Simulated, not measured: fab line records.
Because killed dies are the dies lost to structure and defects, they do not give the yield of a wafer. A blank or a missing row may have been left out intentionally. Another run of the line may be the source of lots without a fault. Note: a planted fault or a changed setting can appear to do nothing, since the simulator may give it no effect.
fab line records	flow nand-harc
[record] lots = 24	wafers = 72	last-day = 24
route steps=1159 shown A_STAIRCASE@553 A_SGD_CUT@759
lots that met no fault: from a run of the same line without faults
start-h: the number of hours between the record's first day and the start of the first shown wafer of the lot	wait-h: how many hours have passed since the lot's step before this one	" repeats the value in the row above	L1.1+2: several wafers, shown together as one row	- no value, or no start given	* or withheld: withheld	< > ~ a bound
route shown NAME@n: a module of which the file shows steps, and the number in the route of the first	usual: mean and standard deviation over wafers with no fault	same: alike in all rows	chamber/n: place in a boat	sites: the reading at each site	_std_site: the standard deviation of these	_edge_site: the outer-site mean with the inner-site mean subtracted	radius-mm: how far each site lies from the wafer's centre	mask NAME#n: copy n	behind: the most recent tool/chamber to have shaped the wafer	hold: cause of the lot's hold/its duration in hours/its outcome	device: names the non-switching transistor (n, p or np)	end of line: tests run on the same wafers once the route is complete	a step given without rows: its recipe and nothing more	killed: the dies lost at the first sort to structure and to defects; this is not the yield of the wafer	map: dies across one wafer; x = killed, . = not, _ = none there
set.NAME: the setting that was run; set.NAME@STEP: the one run at that earlier step	model.NAME: the simulator's own value behind a step, which no gauge read
the route's steps for a sample of lots (tables are steps, rows are wafers)
services: a tool's chamber out of use, with start hour (start-h, from the record's first day; less than 0 if before it), hours out, and reason
[[steps]]
[step NHARC_A_STAIRCASE_ETCH_17]
[recipe] target-depth-a = 1000	time-s = 40.5	ion-energy-ev = 400	c4f8-flow-sccm = 20	o2-flow-sccm = 10	ar-flow-sccm = withheld	rf-w = 600	bias-w = 1000	chemistry = C4F8/O2
[usual] oes-product-au = 0.943/0.015	rf-vpp-V = 898/4.7
lot.wafer	tool	chamber	start-h	wait-h	oes-product-au	rf-hours-counter-h	rf-vpp-V
L074.1	rie-diel-13	1	-	-	0.950	55	893
L074.5	"	3	"	"	0.938	-	899
L074.6	"	0	"	"	0.959	-	887
L075.2	rie-diel-08	0	-	-	0.949	39	902
L075.4	"	1	"	"	0.932	40	900
L075.1	"	3	"	"	0.941	39	892
L077.1	rie-diel-05	0	-	-	0.945	29	903
L077.5	"	1	"	"	0.935	-	903
L077.6	"	2	"	"	0.952	-	897
L078.1	rie-diel-05	1	-	-	0.931	31	903
L078.2	"	2	"	"	0.944	32	897
L078.6	"	1	"	"	0.932	-	903
L076.4	rie-diel-13	0	-	-	0.943	64	888
L076.2	"	2	"	"	0.946	61	899
L076.6	"	0	"	"	0.941	-	888
L079.2	rie-diel-05	0	-	-	0.954	33	904
L079.1	"	2	"	"	0.946	33	895
L079.3	"	3	"	"	0.932	34	898
L080.2	rie-diel-08	3	-	-	0.939	53	892
L080.5	"	1	"	"	0.941	-	899
L080.6	"	2	"	"	0.942	-	889
L082.3	rie-diel-08	0	-	-	0.941	55	902
L082.1	"	2	"	"	0.943	46	890
L082.6	"	0	"	"	0.944	-	901
L081.1	rie-diel-13	2	-	-	0.949	0	897
L081.6	"	3	"	"	0.947	-	901
L081.5	"	0	"	"	0.944	-	905
L083.5	rie-diel-05	1	-	-	0.943	-	902
L083.4	"	2	"	"	0.947	-	895
L083.6	"	3	"	"	0.930	-	898
L084.4	rie-diel-05	3	302.28	-	0.997	47	898
L084.1	"	0	"	"	1.000	44	904
L084.6	"	2	"	"	1.004	-	897
L086.2	rie-diel-05	3	-	-	0.945	49	897
L086.5	"	2	"	"	0.943	-	896
L086.6	"	3	"	"	0.939	-	897
L085.4	rie-diel-13	3	-	-	0.930	10	899
L085.2	"	1	"	"	0.924	10	893
L085.6	"	3	"	"	0.935	-	901
L087.4	rie-diel-13	2	-	-	0.950	14	896
L087.1	"	0	"	"	0.938	17	906
L087.6	"	2	"	"	0.955	-	898
L089.3	rie-diel-08	1	-	-	0.936	6	900
L089.4	"	1	"	"	0.938	-	899
L089.6	"	0	"	"	0.955	-	900
L090.1	rie-diel-05	1	-	-	0.947	55	903
L090.5	"	0	"	"	0.933	-	903
L090.6	"	1	"	"	0.944	-	903
L091.3	rie-diel-13	0	-	-	0.924	19	906
L091.1	"	1	"	"	0.938	20	893
L091.6	"	1	"	"	0.943	-	893
L088.4	rie-diel-05	2	-	-	0.957	60	895
L088.3	"	0	"	"	0.940	56	902
L088.5	"	3	"	"	0.932	-	897
L095.1	rie-diel-08	3	-	-	0.930	13	892
L095.6	"	2	"	"	0.929	-	890
L095.5	"	3	"	"	0.940	-	894
L093.2	rie-diel-08	0	-	-	0.939	17	901
L093.1	"	1	"	"	0.927	16	899
L093.4	"	2	"	"	0.948	16	889
L092.1	rie-diel-08	3	-	-	0.931	16	891
L092.6	"	0	"	"	0.927	-	901
L092.5	"	1	"	"	0.924	-	899
L094.2	rie-diel-13	3	-	-	0.945	28	900
L094.3	"	0	"	"	0.926	28	906
L094.6	"	2	"	"	0.943	-	896
L096.4	rie-diel-08	0	-	-	0.945	22	901
L096.3	"	1	"	"	0.944	21	898
L096.6	"	3	"	"	0.945	-	892
L097.3	rie-diel-05	2	-	-	0.958	6	896
L097.5	"	0	"	"	0.934	-	903
L097.6	"	1	"	"	0.935	-	902
[step NHARC_A_STAIRCASE_TRIM_191]
[recipe] time-s = 211.2	o2-flow-sccm = 500	ar-flow-sccm = 0	bias-w = 0	chemistry = O2
[usual] drypump-motor-current-A = 5.9/0.31	oes-product-au = 0.998/0.0067	rf-vpp-V = 57.9/0.84	showerhead-plenum-p-Torr = 3.57/0.13	throttle-valve-pct = 17.036/0.0083
lot.wafer	tool	chamber	start-h	wait-h	drypump-motor-current-A	oes-product-au	rf-hours-counter-h	rf-vpp-V	showerhead-plenum-p-Torr	throttle-valve-pct
L074.1	rie-diel-08	1	-	-	5.2	0.998	37	59.4	3.63	17.031
L074.6	"	2	"	"	5.6	0.995	-	57.5	3.38	17.036
L074.5	"	3	"	"	5.7	1.000	-	59.4	3.45	17.032
L075.4	rie-diel-08	0	-	-	6.0	1.013	42	59.2	3.68	17.036
L075.1	"	1	"	"	5.2	1.010	44	57.9	3.62	17.032
L075.2	"	2	"	"	5.6	1.004	35	58.1	3.38	17.054
L077.1	rie-diel-13	0	-	-	5.9	0.997	63	58.0	3.28	17.028
L077.6	"	3	"	"	6.4	0.998	-	58.8	3.66	17.029
L077.5	"	0	"	"	5.9	0.988	-	56.9	3.28	17.029
L078.1	rie-diel-13	1	-	-	6.2	0.987	65	57.4	3.45	17.049
L078.2	"	2	"	"	5.8	1.004	62	57.9	3.56	17.030
L078.6	"	1	"	"	6.2	0.998	-	57.1	3.45	17.047
L076.4	rie-diel-08	0	-	-	6.0	0.995	46	58.4	3.68	17.031
L076.2	"	1	"	"	5.2	0.992	47	58.4	3.62	17.031
L076.6	"	3	"	"	5.7	1.001	-	56.4	3.44	17.038
L079.2	rie-diel-05	3	-	-	6.3	0.997	35	58.8	3.57	17.046
L079.1	"	0	"	"	6.1	0.989	35	58.0	3.75	17.041
L079.3	"	2	"	"	5.6	1.008	35	57.7	3.55	17.045
L080.2	rie-diel-08	3	-	-	5.7	0.993	54	56.6	3.44	17.021
L080.6	"	2	"	"	5.6	0.992	-	58.5	3.37	17.035
L080.5	"	3	"	"	5.7	1.001	-	57.8	3.44	17.040
L082.3	rie-diel-13	1	-	-	6.2	0.995	1	58.6	3.44	17.034
L082.1	"	3	"	"	6.4	1.000	1	57.5	3.66	17.039
L082.6	"	1	"	"	6.2	1.008	-	57.9	3.44	17.035
L081.1	rie-diel-05	2	-	-	5.7	1.012	42	57.5	3.54	17.035
L081.5	"	3	"	"	6.2	0.986	-	58.3	3.56	17.035
L081.6	"	2	"	"	5.6	1.005	-	57.2	3.54	17.026
L083.4	rie-diel-05	2	-	-	5.6	1.003	45	57.0	3.54	17.033
L083.5	"	2	"	"	5.6	0.996	-	58.4	3.54	17.048
L083.6	"	3	"	"	6.3	0.999	-	57.7	3.56	17.026
L084.1	rie-diel-13	1	-	-	6.2	1.000	8	57.2	3.44	17.036
L084.4	"	3	"	"	6.4	0.992	8	58.0	3.65	17.032
L084.6	"	1	"	"	6.2	0.998	-	59.0	3.44	17.015
L086.2	rie-diel-08	1	-	-	5.2	0.990	1	57.3	3.61	17.034
L086.6	"	0	"	"	6.0	1.004	-	58.4	3.67	17.041
L086.5	"	1	"	"	5.2	0.983	-	58.0	3.61	17.035
L085.2	rie-diel-05	3	-	-	6.3	1.008	53	57.5	3.56	17.037
L085.4	"	0	"	"	6.1	1.004	51	58.7	3.74	17.023
L085.6	"	1	"	"	5.9	1.010	-	58.6	3.70	17.017
L087.1	rie-diel-05	0	-	-	6.1	1.007	55	58.2	3.74	17.035
L087.4	"	1	"	"	5.9	1.005	55	57.9	3.70	17.039
L087.6	"	1	"	"	5.9	1.000	-	59.9	3.70	17.032
L089.3	rie-diel-13	2	-	-	5.8	1.000	15	57.6	3.55	17.039
L089.4	"	3	"	"	6.3	0.998	19	57.9	3.64	17.035
L089.6	"	3	"	"	6.3	1.000	-	58.4	3.65	17.040
L090.1	rie-diel-08	2	-	-	5.6	1.009	10	58.3	3.36	17.029
L090.5	"	1	"	"	5.2	0.989	-	57.6	3.61	17.042
L090.6	"	2	"	"	5.6	0.992	-	57.3	3.36	17.027
L091.3	rie-diel-05	1	-	-	5.9	0.997	58	57.2	3.70	17.037
L091.1	"	3	"	"	6.3	0.992	60	59.1	3.55	17.027
L091.6	"	0	"	"	6.1	1.002	-	56.9	3.74	17.042
L088.4	rie-diel-13	2	-	-	5.8	1.000	18	57.5	3.55	17.051
L088.3	"	3	"	"	6.3	0.998	22	58.3	3.64	17.041
L088.5	"	1	"	"	6.2	1.004	-	57.0	3.43	17.026
L095.1	rie-diel-13	0	-	-	5.9	1.010	28	59.6	3.79	17.035
L095.5	"	1	"	"	6.3	0.999	-	58.1	3.43	17.036
L095.6	"	2	"	"	5.8	1.000	-	58.0	3.55	17.036
L093.2	rie-diel-13	2	-	-	5.8	0.997	26	57.1	3.55	17.032
L093.1	"	3	"	"	6.4	0.988	29	57.6	3.64	17.039
L093.4	"	0	"	"	5.9	0.997	29	58.2	3.79	17.027
L094.2	rie-diel-08	2	-	-	5.6	1.006	18	57.7	3.36	17.038
L094.3	"	3	"	"	5.7	1.001	18	57.8	3.43	17.039
L094.6	"	2	"	"	5.6	0.989	-	57.6	3.36	17.051
L092.1	rie-diel-13	0	-	-	5.9	0.987	30	57.8	3.79	17.047
L092.5	"	2	"	"	5.8	1.002	-	57.2	3.55	17.042
L092.6	"	3	"	"	6.4	0.992	-	57.7	3.64	17.039
L096.3	rie-diel-05	1	-	-	5.9	0.990	8	58.9	3.69	17.037
L096.4	"	0	"	"	6.1	0.995	9	58.6	3.73	17.035
L096.6	"	1	"	"	5.9	0.988	-	56.3	3.69	17.036
L097.3	rie-diel-05	0	-	-	6.1	0.988	9	57.5	3.73	17.032
L097.5	"	3	"	"	6.3	0.982	-	57.4	3.55	17.020
L097.6	"	0	"	"	6.1	0.995	-	57.0	3.73	17.032
[step NHARC_A_STAIRCASE_DEP_151]
[recipe] target-thk-a = 38000	temp-c = 400	target-thk-nm = 3800	teos-flow-sccm = 200	rf-w = 500	material = SiO2
[usual] heater-power-w = 636/100	susceptor-temp-C = 400.02/0.21
lot.wafer	tool	chamber	start-h	wait-h	heater-power-w	susceptor-temp-C
L074.1	pecvd-04	1	267.74	0.9	623	400.19
L074.5	"	0	"	"	572	400.17
L074.6	"	2	"	"	457	399.88
L075.1	pecvd-04	2	286.02	0.4	497	400.09
L075.2	"	0	"	"	644	399.83
L075.4	"	0	"	"	568	399.87
L077.1	pecvd-02	0	290.87	0.6	686	399.93
L077.6	"	2	"	"	657	399.86
L077.5	"	0	"	"	599	400.03
L078.2	pecvd-04	0	295.94	0.4	644	400.07
L078.1	"	1	"	"	741	400.43
L078.6	"	2	"	"	466	400.16
L079.2	pecvd-04	0	300.68	0.4	707	399.94
L079.3	"	1	"	"	738	399.57
L079.1	"	2	"	"	501	400.26
L076.2	pecvd-02	0	300.95	0.7	737	400.37
L076.4	"	0	"	"	599	399.76
L076.6	"	2	"	"	633	399.95
L080.2	pecvd-02	0	325.71	0.4	752	400.24
L080.5	"	0	"	"	614	399.63
L080.6	"	2	"	"	638	400.05
L082.3	pecvd-04	2	325.81	0.5	581	400.38
L082.1	"	0	"	"	706	400.21
L082.6	"	2	"	"	458	400.08
L081.1	pecvd-03	2	326.13	0.8	850	399.77
L081.5	"	0	"	"	544	399.92
L081.6	"	1	"	"	606	399.97
L083.6	pecvd-04	0	338.63	0.7	568	399.66
L083.5	"	1	"	"	618	400.18
L083.4	"	2	"	"	460	399.71
L086.2	pecvd-04	2	346.06	0.6	505	400.19
L086.6	"	2	"	"	449	400.12
L086.5	"	0	"	"	563	399.99
L084.1	pecvd-03	0	346.27	0.8	668	400.29
L084.4	"	2	"	"	753	400.27
L084.6	"	0	"	"	548	399.95
L085.2	pecvd-04	2	351.58	0.4	539	400.17
L085.4	"	2	"	"	467	400.14
L085.6	"	0	"	"	560	400.04
L089.3	pecvd-04	0	368.97	0.6	719	400.20
L089.4	"	2	"	"	455	400.50
L089.6	"	0	"	"	579	399.95
L087.1	pecvd-03	1	368.98	0.6	750	399.79
L087.6	"	2	"	"	755	399.96
L087.4	"	0	"	"	548	400.20
L090.1	pecvd-03	2	375.50	0.4	818	399.76
L090.5	"	2	"	"	746	399.88
L090.6	"	1	"	"	632	399.81
L091.1	pecvd-02	1	375.66	0.5	619	399.70
L091.3	"	2	"	"	761	400.01
L091.6	"	1	"	"	602	399.84
L088.3	pecvd-04	0	375.71	0.6	677	400.06
L088.4	"	1	"	"	604	399.90
L088.5	"	0	"	"	582	399.91
L093.2	pecvd-03	1	389.98	0.5	717	399.94
L093.1	"	2	"	"	909	400.01
L093.4	"	1	"	"	627	399.88
L095.1	pecvd-02	0	390.07	0.6	775	400.36
L095.5	"	1	"	"	613	400.12
L095.6	"	2	"	"	646	399.82
L094.3	pecvd-04	1	394.05	0.4	755	400.47
L094.2	"	2	"	"	609	399.96
L094.6	"	1	"	"	592	400.41
L092.1	pecvd-03	0	399.22	0.6	664	399.97
L092.5	"	1	"	"	609	400.09
L092.6	"	0	"	"	555	400.15
L096.3	pecvd-03	0	407.11	0.5	670	399.97
L096.6	"	2	"	"	740	399.99
L096.4	"	1	"	"	610	400.10
L097.3	pecvd-04	1	407.22	0.6	736	400.09
L097.5	"	2	"	"	465	399.94
L097.6	"	1	"	"	605	400.29
[step NHARC_A_STAIRCASE_CMP_472]
[recipe] material = SiO2
[usual] motor-current-A = 12.5/1.8	retaining-ring-pressure-frac = 1.000/0.005
lot.wafer	tool	chamber	start-h	wait-h	motor-current-A	retaining-ring-pressure-frac
L074.1	cmp-03	3	300.72	0.3	11.6	1.005
L074.5	"	0	"	"	14.7	0.993
L074.6	"	1	"	"	12.7	1.013
L075.4	cmp-01	1	314.71	0.2	11.8	0.999
L075.1	"	2	"	"	13.2	0.996
L075.2	"	3	"	"	17.2	1.008
L077.1	cmp-04	1	315.05	0.3	11.0	0.999
L077.6	"	3	"	"	11.4	0.995
L077.5	"	0	"	"	10.1	0.998
L078.1	cmp-03	1	325.02	0.2	12.5	1.001
L078.2	"	0	"	"	14.1	1.001
L078.6	"	1	"	"	12.8	0.994
L076.4	cmp-04	0	325.20	0.2	10.4	0.993
L076.2	"	2	"	"	11.1	0.999
L076.6	"	1	"	"	11.3	0.998
L079.3	cmp-01	0	325.66	0.2	11.1	0.994
L079.2	"	1	"	"	12.3	0.991
L079.1	"	3	"	"	16.9	1.002
L082.3	cmp-04	2	353.89	0.2	11.0	0.999
L082.1	"	3	"	"	11.6	1.001
L082.6	"	0	"	"	10.3	1.004
L080.2	cmp-01	3	354.43	0.3	16.9	1.007
L080.5	"	2	"	"	12.3	0.997
L080.6	"	3	"	"	15.9	0.999
L081.1	cmp-01	3	355.82	0.2	16.4	0.999
L081.6	"	3	"	"	15.5	1.000
L081.5	"	0	"	"	11.7	0.997
L083.4	cmp-04	1	365.71	0.1	10.7	0.996
L083.5	"	1	"	"	10.8	0.998
L083.6	"	2	"	"	11.0	1.001
L084.1	cmp-01	3	374.03	0.2	16.3	0.996
L084.4	"	1	"	"	11.1	1.003
L084.6	"	2	"	"	12.3	1.004
L086.2	cmp-03	3	374.15	0.3	12.8	1.001
L086.6	"	1	"	"	12.6	0.994
L086.5	"	2	"	"	12.7	0.997
L085.2	cmp-03	0	378.29	0.2	14.5	0.998
L085.4	"	1	"	"	12.6	0.999
L085.6	"	2	"	"	12.9	1.002
L089.3	cmp-01	1	401.09	0.2	11.2	0.999
L089.4	"	0	"	"	11.3	0.987
L089.6	"	1	"	"	11.8	0.992
L087.1	cmp-01	1	401.41	0.2	12.2	1.006
L087.4	"	2	"	"	12.6	0.992
L087.6	"	0	"	"	11.3	0.995
L088.3	cmp-04	0	406.69	0.2	9.8	0.998
L088.4	"	1	"	"	10.4	1.000
L088.5	"	3	"	"	11.7	1.006
L090.1	cmp-01	2	406.90	0.2	13.1	1.004
L090.6	"	1	"	"	12.5	1.009
L090.5	"	2	"	"	13.2	0.999
L091.3	cmp-03	0	407.16	0.3	14.3	1.007
L091.1	"	1	"	"	12.1	1.003
L091.6	"	3	"	"	12.2	0.995
L095.1	cmp-04	2	420.61	0.3	11.0	1.005
L095.6	"	0	"	"	10.5	1.005
L095.5	"	1	"	"	10.6	0.992
L093.1	cmp-01	0	420.63	0.3	10.9	0.999
L093.4	"	1	"	"	12.1	0.995
L093.2	"	2	"	"	13.2	1.001
L094.2	cmp-03	3	422.01	0.2	12.0	0.997
L094.3	"	1	"	"	13.4	1.002
L094.6	"	3	"	"	12.2	0.991
L092.1	cmp-03	2	436.63	0.3	13.8	1.008
L092.6	"	2	"	"	13.1	1.001
L092.5	"	3	"	"	12.0	0.998
L096.3	cmp-03	3	447.34	0.3	12.5	1.000
L096.4	"	0	"	"	14.1	0.996
L096.6	"	3	"	"	12.6	0.991
L097.3	cmp-01	1	447.58	0.2	12.3	0.997
L097.5	"	3	"	"	15.9	0.997
L097.6	"	0	"	"	11.0	1.001
[step NHARC_A_STAIRCASE_INSPECT_155]
[usual] raw-defect-count = 345/120
lot.wafer	tool	chamber	start-h	wait-h	raw-defect-count
L074.1	defect-inspect-02	-	300.99	0.1	394
L074.5	"	-	"	"	487
L074.6	"	-	"	"	351
L075.1	defect-inspect-01	-	315.05	0.1	440
L075.2	"	-	"	"	382
L075.4	"	-	"	"	330
L077.1	defect-inspect-01	-	315.35	0.1	196
L077.5	"	-	"	"	203
L077.6	"	-	"	"	313
L078.1	defect-inspect-02	-	325.37	0.1	295
L078.2	"	-	"	"	544
L078.6	"	-	"	"	316
L076.2	defect-inspect-02	-	325.55	0.1	236
L076.4	"	-	"	"	345
L076.6	"	-	"	"	440
L079.1	defect-inspect-01	-	326.00	0.1	277
L079.2	"	-	"	"	308
L079.3	"	-	"	"	302
L082.1	defect-inspect-02	-	354.18	0.1	568
L082.3	"	-	"	"	251
L082.6	"	-	"	"	354
L080.2	defect-inspect-01	-	354.75	0.1	239
L080.5	"	-	"	"	419
L080.6	"	-	"	"	291
L081.1	defect-inspect-02	-	356.16	0.1	317
L081.5	"	-	"	"	335
L081.6	"	-	"	"	300
L083.4	defect-inspect-01	-	366.06	0.1	166
L083.5	"	-	"	"	228
L083.6	"	-	"	"	198
L084.1	defect-inspect-02	-	374.35	0.1	266
L084.4	"	-	"	"	293
L084.6	"	-	"	"	394
L086.2	defect-inspect-02	-	374.45	0.1	462
L086.5	"	-	"	"	598
L086.6	"	-	"	"	711
L085.2	defect-inspect-02	-	378.60	0.1	394
L085.4	"	-	"	"	234
L085.6	"	-	"	"	299
L089.3	defect-inspect-02	-	401.43	0.1	172
L089.4	"	-	"	"	280
L089.6	"	-	"	"	277
L087.1	defect-inspect-01	-	401.70	0.1	262
L087.4	"	-	"	"	247
L087.6	"	-	"	"	218
L088.3	defect-inspect-01	-	407.01	0.1	273
L088.4	"	-	"	"	302
L088.5	"	-	"	"	380
L090.1	defect-inspect-01	-	407.22	0.1	302
L090.5	"	-	"	"	511
L090.6	"	-	"	"	321
L091.1	defect-inspect-02	-	407.48	0.1	473
L091.3	"	-	"	"	505
L091.6	"	-	"	"	515
L095.1	defect-inspect-02	-	420.90	0.1	423
L095.5	"	-	"	"	374
L095.6	"	-	"	"	352
L093.1	defect-inspect-01	-	420.95	0.1	482
L093.2	"	-	"	"	406
L093.4	"	-	"	"	515
L094.2	defect-inspect-02	-	422.33	0.1	416
L094.3	"	-	"	"	234
L094.6	"	-	"	"	272
L092.1	defect-inspect-02	-	436.97	0.1	294
L092.5	"	-	"	"	554
L092.6	"	-	"	"	381
L096.3	defect-inspect-02	-	447.66	0.1	231
L096.4	"	-	"	"	301
L096.6	"	-	"	"	285
L097.3	defect-inspect-02	-	447.88	0.1	260
L097.5	"	-	"	"	151
L097.6	"	-	"	"	310
[step NHARC_A_SGD_CUT_OVL_MEAS_10]
[usual] overlay-x-nm = 0.0/0.74	overlay-y-nm = 0.2/0.83
lot.wafer	tool	chamber	start-h	wait-h	overlay-x-nm	overlay-y-nm
L074.1	overlay-01	-	301.77	-	-0.5	0.6
L074.5	"	-	"	"	-0.1	1.6
L074.6	"	-	"	"	0.0	1.3
L077.1	overlay-02	-	316.29	-	-0.4	0.2
L077.5	"	-	"	"	-0.5	0.5
L077.6	"	-	"	"	-0.3	0.5
L075.1	overlay-01	-	316.45	-	-0.8	0.3
L075.2	"	-	"	"	-0.8	0.5
L075.4	"	-	"	"	-1.3	0.0
L078.1	overlay-02	-	326.13	-	0.8	0.8
L078.2	"	-	"	"	1.4	0.3
L078.6	"	-	"	"	1.9	0.9
L076.2	overlay-01	-	326.42	-	0.6	1.2
L076.4	"	-	"	"	-0.3	1.7
L076.6	"	-	"	"	0.4	1.4
L079.1	overlay-01	-	326.90	-	-1.5	0.0
L079.2	"	-	"	"	-1.2	1.1
L079.3	"	-	"	"	-0.8	0.4
L082.1	overlay-02	-	355.08	-	0.6	0.8
L082.3	"	-	"	"	1.0	0.8
L082.6	"	-	"	"	0.6	0.4
L080.2	overlay-02	-	355.63	-	-0.8	0.4
L080.5	"	-	"	"	-0.2	0.1
L080.6	"	-	"	"	0.0	-0.5
L081.1	overlay-02	-	357.06	-	0.0	0.9
L081.5	"	-	"	"	-0.4	1.1
L081.6	"	-	"	"	-0.6	1.0
L083.4	overlay-02	-	366.93	-	-0.3	-1.3
L083.5	"	-	"	"	0.3	-1.5
L083.6	"	-	"	"	-0.3	-2.3
L084.1	overlay-02	-	375.23	-	0.3	0.3
L084.4	"	-	"	"	0.2	0.2
L084.6	"	-	"	"	0.2	-0.1
L086.2	overlay-01	-	375.29	-	0.8	-1.4
L086.5	"	-	"	"	0.6	-1.1
L086.6	"	-	"	"	0.5	-0.9
L085.2	overlay-02	-	379.52	-	1.4	0.5
L085.4	"	-	"	"	1.4	0.2
L085.6	"	-	"	"	1.9	-0.2
L089.3	overlay-02	-	402.31	-	0.2	0.4
L089.4	"	-	"	"	-0.1	0.7
L089.6	"	-	"	"	-0.4	0.1
L087.1	overlay-02	-	402.46	-	-0.1	-0.4
L087.4	"	-	"	"	0.1	-0.6
L087.6	"	-	"	"	-0.2	0.1
L088.3	overlay-02	-	407.89	-	-0.5	-0.3
L088.4	"	-	"	"	-0.2	-0.5
L088.5	"	-	"	"	-0.5	0.0
L090.1	overlay-02	-	408.10	-	-1.3	-0.5
L090.5	"	-	"	"	-0.8	-1.1
L090.6	"	-	"	"	-0.8	-0.6
L091.1	overlay-02	-	408.35	-	1.0	1.1
L091.3	"	-	"	"	0.8	1.9
L091.6	"	-	"	"	0.9	2.1
L095.1	overlay-01	-	422.10	-	0.0	0.2
L095.5	"	-	"	"	-0.3	0.7
L095.6	"	-	"	"	-0.5	0.2
L093.1	overlay-02	-	422.25	-	-0.3	-0.4
L093.2	"	-	"	"	0.4	-0.3
L093.4	"	-	"	"	-0.4	0.0
L094.2	overlay-02	-	423.24	-	0.5	0.1
L094.3	"	-	"	"	-0.2	0.4
L094.6	"	-	"	"	0.1	0.4
L092.1	overlay-01	-	437.85	-	0.8	-1.1
L092.5	"	-	"	"	0.8	-0.6
L092.6	"	-	"	"	1.0	-1.2
L096.3	overlay-02	-	448.53	-	-0.5	0.4
L096.4	"	-	"	"	-0.8	-0.2
L096.6	"	-	"	"	-0.3	0.1
L097.3	overlay-02	-	448.75	-	-1.0	1.0
L097.5	"	-	"	"	-0.3	0.2
L097.6	"	-	"	"	-0.4	1.0
[[services]]
tool	chamber	start-h	hours	kind
rie-diel-13	1	219.31	4.5	repair
rie-diel-08	-	219.92	0.8	repair
cmp-01	-	223.62	2.2	repair
cmp-01	-	232.36	0.5	repair
cmp-01	-	234.46	1.5	repair
cmp-03	-	240.38	0.5	repair
cmp-03	-	254.10	4.0	pm
rie-diel-13	3	261.93	3.9	repair
rie-diel-05	1	263.63	6.6	repair
cmp-03	-	264.61	0.2	repair
cmp-01	-	270.64	1.3	repair
rie-diel-13	-	276.14	9.0	pm
cmp-01	-	277.78	4.0	pm
cmp-01	-	297.10	4.4	repair
cmp-03	-	303.57	0.2	repair
cmp-03	-	307.55	1.3	repair
rie-diel-08	3	325.44	4.3	repair
rie-diel-05	-	341.54	9.0	pm
rie-diel-05	2	373.55	2.0	repair
cmp-01	-	375.78	4.0	pm
pecvd-04	-	376.80	13.0	pm
pecvd-04	-	391.06	0.7	repair
cmp-01	-	435.85	3.8	repair
rie-diel-08	-	446.38	0.3	repair
[[key]]
fault none
